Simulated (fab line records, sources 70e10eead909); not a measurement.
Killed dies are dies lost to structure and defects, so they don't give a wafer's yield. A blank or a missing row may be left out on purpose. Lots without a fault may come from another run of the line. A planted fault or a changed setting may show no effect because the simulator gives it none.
fab line records | flow nand_harc
record lots=6 wafers=16 last_day=24
route steps=1159 shown A_WL_FILL@820
lots that met no fault: from a run of the same line without faults
start_h: hours from the record's first day to the start of the lot's first wafer shown | wait_h: hours since the lot's step before | " the same as in the row above | L1.1+2: a row that stands for several wafers | - no value, or no start given | * or withheld: withheld | < > ~ a bound
route shown NAME@n: a module of which the file shows steps, and the number in the route of the first | usual: mean/standard deviation of fault-free wafers | same: alike in all rows | chamber/n: place in a boat | sites: the reading at each site | _std_site: their standard deviation | _edge_site: outer sites' mean less inner sites' | radius_mm: how far each site lies from the wafer's centre | mask NAME#n: copy n | behind: the tool/chamber that last shaped the wafer | hold: why the lot was held/for how many hours/how that ended | device: the transistor (n, p or np) that didn't switch | end of line: the same wafers' tests at the end of the route | a step without rows: its recipe alone | killed: dies lost to structure and defects at the first sort, not the wafer's yield | map: a wafer's dies, x killed, . not, _ none there
set.NAME: the setting as run; set.NAME@STEP: as run at that earlier step | model.NAME: the simulator's own value behind a step, which no gauge read
lots at some steps of the route; a table a step, a row a wafer
services: from which hour (start_h, from the record's first day; less than 0 if before it) a tool's chamber was out of use, for how many hours, and why
## steps
# step NHARC_A_WL_FILL_ANNEAL_08
# recipe temp_c=450 time_s=1800
# step NHARC_A_WL_FILL_ALD_10
# recipe target_thk_a=500 pulse_time_s=10 ald_cycles=500 temp_c=300 material=SiO2
# usual ald_cycles=500/0 heater_power_w=482/45 precursor_pulse_height_rel=1.000/0.018
# columns lot.wafer tool chamber start_h wait_h ald_cycles heater_power_w precursor_pulse_height_rel
L886.2 ald_hk-03 3 403.80 0.6 500 484 0.986
L886.5 " 2 405.36 2.1 500 491 0.984
L886.6 " 3 " " 500 483 0.993
L891.3 ald_hk-03 2 413.85 0.1 500 507 1.022
L891.5 " 3 416.40 2.6 500 485 0.970
L894.1 ald_hk-01 0 444.36 0.1 500 452 1.007
L894.2 " 1 " " 500 426 1.000
L894.3 " 2 " " 500 471 0.989
L893.5 ald_hk-02 0 446.31 2.1 500 592 0.998
L893.6 " 1 " " 500 490 1.010
L897.2 ald_hk-01 2 472.60 0.1 500 476 1.023
L897.3 " 3 " " 500 459 0.992
L897.5 " 2 474.65 2.1 500 471 1.011
L898.4 ald_hk-03 1 476.08 0.6 500 428 0.992
L898.1 " 2 " " 500 503 1.006
L898.5 " 1 478.09 2.6 500 437 1.028
# step NHARC_A_WL_FILL_ETCHBACK_16
# recipe target_depth_a=880 time_s=17.6 c4f8_flow_sccm=withheld o2_flow_sccm=8 ar_flow_sccm=withheld rf_w=600 bias_w=800 chemistry=C4F8/O2/Ar
# usual oes_product_au=0.97/0.035 rf_vpp_V=725/4.4
# columns lot.wafer tool chamber start_h wait_h oes_product_au rf_hours_counter_h rf_vpp_V
L886.2 rie_diel-05 2 - - 1.01 1.9 720
L886.5 " 2 " " 1.00 - 718
L886.6 " 3 " " 1.02 - 728
L891.3 rie_diel-08 2 - - 0.98 2.7 724
L891.5 " 2 " " 0.99 - 722
L893.5 rie_diel-12 0 - - 0.99 - 729
L893.6 " 3 " " 1.00 - 727
L894.3 rie_diel-08 1 - - 0.92 3.4 724
L894.1 " 3 " " 0.93 3.2 727
L894.2 " 0 " " 0.93 3.2 730
L897.3 rie_diel-05 2 - - 0.99 5.2 719
L897.2 " 3 " " 1.00 5.5 729
L897.5 " 0 " " 0.99 - 717
L898.4 rie_diel-05 1 - - 0.99 5.3 726
L898.1 " 0 " " 0.99 5.4 716
L898.5 " 2 " " 1.00 - 719
# step NHARC_A_WL_FILL_STRIP_29
# recipe time_s=20 o2_flow_sccm=500 ar_flow_sccm=0 bias_w=0 chemistry=O2
# usual drypump_motor_current_A=5.7/0.55 mfc_ar_sccm=0.007/0.012 oes_product_au=0.999/0.008 rf_vpp_V=57.8/0.89 showerhead_plenum_p_Torr=3.58/0.15 throttle_valve_pct=17.037/0.0091
# columns lot.wafer tool chamber start_h wait_h drypump_motor_current_A mfc_ar_sccm oes_product_au rf_hours_counter_h rf_vpp_V showerhead_plenum_p_Torr throttle_valve_pct
L886.2 rie_diel-05 0 408.04 0.1 4.8 0 0.994 2.2 57.8 3.32 17.026
L886.5 " 3 " " 6.4 0.006 1.011 - 58.8 3.75 17.034
L886.6 " 0 " " 4.8 0 0.998 - 57.2 3.32 17.029
L891.3 rie_diel-08 2 418.55 0.1 5.6 0 0.994 2.7 57.4 3.53 17.018
L891.5 " 1 " " 5.3 0 1.001 - 57.9 3.53 17.049
L893.5 rie_diel-12 3 449.00 0.1 5.1 0 1.004 - 58.0 3.69 17.054
L893.6 " 0 " " 6.7 0 1.001 - 57.9 3.78 17.038
L894.2 rie_diel-08 2 449.12 0.1 5.6 0 0.991 3.4 58.8 3.53 17.043
L894.3 " 3 " " 5.3 0 1.015 3.2 58.2 3.67 17.043
L894.1 " 0 " " 6.2 0.023 0.983 3.2 57.5 3.77 17.038
L897.2 rie_diel-05 2 477.34 0.1 5.9 0 1.001 5.2 56.5 3.41 17.016
L897.3 " 1 " " 5.8 0.026 0.993 5.2 56.6 3.62 17.018
L897.5 " 2 " " 5.9 0 0.998 - 57.9 3.41 17.033
L898.1 rie_diel-05 3 480.23 0.1 6.4 0.006 1.008 5.7 57.7 3.75 17.051
L898.4 " 1 " " 5.8 0.026 0.992 5.3 57.6 3.62 17.048
L898.5 " 3 " " 6.4 0.006 1.005 - 56.4 3.75 17.040
# step NHARC_A_WL_FILL_ETCHBACK_17
# recipe target_depth_a=40 time_s=26.7 chemistry=Cl2/BCl3
# usual drypump_motor_current_A=5.6/0.48 he_backside_leak_sccm=3.2/0.38 oes_product_au=1.001/0.0093
# columns lot.wafer tool chamber start_h wait_h drypump_motor_current_A he_backside_leak_sccm oes_product_au rf_hours_counter_h
L886.2 rie_metal-03 0 408.15 - 5.0 3.0 1.002 3.4
L886.5 " 1 " " 6.2 3.1 0.983 -
L886.6 " 0 " " 5.0 3.1 1.008 -
L891.3 rie_metal-03 0 418.67 - 5.0 3.1 1.010 -
L891.5 " 1 " " 6.2 3.1 0.997 -
L893.6 rie_metal-01 1 449.17 - 6.2 6.6 1.003 -
L893.5 " 0 " " 5.3 3.0 1.000 -
L894.1 rie_metal-02 0 449.21 - 5.5 3.1 1.007 1.8
L894.2 " 1 " " 6.0 3.7 1.003 1.8
L894.3 " 1 " " 6.0 3.8 0.993 -
L897.2 rie_metal-01 0 477.49 - 5.2 2.9 1.005 -
L897.3 " 0 " " 5.3 3.0 1.009 -
L897.5 " 0 " " 5.2 3.0 1.014 -
L898.1 rie_metal-01 1 480.35 - 6.2 3.7 0.991 3.1
L898.4 " 1 " " 6.2 3.6 0.994 -
L898.5 " 0 " " 5.2 3.2 1.012 -
# step NHARC_A_WL_FILL_PRECLEAN_18
# recipe time_s=30 chemistry=dHF
# step NHARC_A_WL_FILL_SRD_21
# step NHARC_A_WL_FILL_CVD_23
# recipe target_thk_a=400 temp_c=620 pressure_mtorr=200 time_s=800 material=poly-Si
# step NHARC_A_WL_FILL_ETCHBACK_26
# recipe target_depth_a=520 time_s=13.3 hbr_flow_sccm=150 rf_w=350 icp_w=350 bias_w=60 chemistry=HBr
# step NHARC_A_WL_FILL_PRECLEAN_30
# recipe time_s=10 chemistry=dHF
# step NHARC_A_WL_FILL_SRD_14
# step NHARC_A_WL_FILL_ALD_19
# recipe target_thk_a=20 pulse_time_s=3 ald_cycles=100 temp_c=450 material=TiN
# usual ald_cycles=100/0 heater_power_w=1043/87 precursor_pulse_height_rel=1.001/0.018
# columns lot.wafer tool chamber start_h wait_h ald_cycles heater_power_w precursor_pulse_height_rel
L886.2 ald_metal-02 2 413.65 0.2 100 1148 0.996
L886.6 " 0 " " 100 1111 0.971
L886.5 " 1 " " 100 932 0.980
L891.3 ald_metal-02 0 424.29 0.1 110 1180 1.013
L891.5 " 0 " " 100 1137 0.966
L894.1 ald_metal-03 0 454.37 0.1 100 1004 0.995
L894.3 " 1 " " 100 995 1.015
L894.2 " 2 " " 100 1086 1.009
L893.6 ald_metal-02 1 454.44 0.2 110 951 0.976
L893.5 " 2 " " 100 1147 1.017
L897.2 ald_metal-01 0 482.76 0.1 100 1145 0.990
L897.3 " 1 " " 100 1116 0.990
L897.5 " 3 " " 100 1131 1.016
L898.4 ald_metal-01 0 486.08 0.1 100 1149 1.025
L898.1 " 1 " " 100 1143 1.036
L898.5 " 3 " " 100 1111 0.990
# step NHARC_A_WL_FILL_CVD_20
# recipe target_thk_a=750 temp_c=300 pressure_torr=40 wf6_flow_sccm=40 h2_flow_sccm=1600 ar_flow_sccm=1560 time_s=5064 material=W
# usual chamber_pressure_Torr=40.00/0.09 heater_power_w=508/42 mfc_ar_sccm=1559/5.2 throttle_valve_pct=8.17/0.23
# columns lot.wafer tool chamber start_h wait_h chamber_pressure_Torr heater_power_w mfc_ar_sccm throttle_valve_pct
L886.2 cvd_w-01 0 - - 39.89 573 1566 8.42
L886.5 " 1 " " 40.12 541 1562 7.94
L886.6 " 0 " " 39.85 549 1557 8.32
L891.3 cvd_w-02 1 - - 40.12 499 1563 8.47
L891.5 " 0 " " 40.04 437 1566 8.18
L894.1 cvd_w-01 1 - - 40.18 525 1560 8.17
L894.2 " 0 " " 39.97 561 1560 8.53
L894.3 " 1 " " 40.13 521 1559 8.07
L893.5 cvd_w-02 1 - - 40.19 486 1562 8.30
L893.6 " 0 " " 40.04 441 1558 8.18
L897.2 cvd_w-01 0 - - 39.94 540 1562 8.18
L897.3 " 0 " " 39.92 536 1562 8.13
L897.5 " 0 " " 39.98 528 1559 8.14
L898.1 cvd_w-01 1 - - 40.09 562 1556 7.92
L898.4 " 1 " " 39.93 565 1560 7.84
L898.5 " 0 " " 39.96 530 1557 7.88
## services
# columns tool chamber start_h hours kind
ald_metal-03 - 382.46 2.1 repair
rie_diel-05 2 384.93 1.5 repair
rie_metal-03 - 385.39 0.6 repair
rie_metal-02 - 388.00 9.0 pm
ald_hk-01 - 390.47 1.4 repair
rie_metal-01 1 390.82 50.1 repair
rie_diel-05 0 398.64 - clean
rie_diel-05 1 398.64 - clean
rie_diel-05 2 398.64 - clean
rie_diel-05 3 398.64 - clean
ald_hk-01 - 406.88 10.0 pm
rie_diel-05 0 423.19 - clean
rie_diel-05 1 423.19 - clean
ald_metal-01 0 428.02 28.2 repair
rie_diel-12 1 448.21 12.8 repair
rie_metal-03 - 453.00 9.0 pm
ald_metal-01 - 458.00 10.0 pm
ald_metal-03 - 460.59 0.9 repair
rie_metal-01 - 460.73 0.6 repair
rie_metal-01 - 468.39 0.4 repair
ald_hk-03 - 469.55 0.7 repair
rie_metal-01 1 472.31 5.4 repair
cvd_w-01 - 475.58 13.0 pm
rie_diel-08 - 478.80 9.0 pm
## key
first_sign step=NHARC_A_WL_FILL_ALD_19 reading=ald_cycles direction=up sigmas=99+ usual=100 struck=110
effect none on later readings
met_at NHARC_A_WL_FILL_ALD_19
struck_wafers L891.3,L893.6
tester_left_out L891,L893
onset_between 413.65 424.29
fault kind=process_parameter_drift tool=ald_metal-02 chamber=- onset_h=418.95 steps=NHARC_A_WL_FILL_ALD_19 channel=ald_cycles offset=10 shape=step end_h=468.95 scope=struck_wafers_only acts_in=these_recipes_only stated=100
# tester_left_out: of these lots the tester's yield and bins aren't shown, on N5 and GAA mostly nor the transistor test; their killed dies are dies lost to structure and defects alone, not to doping, threshold or leakage, so they don't give the yield
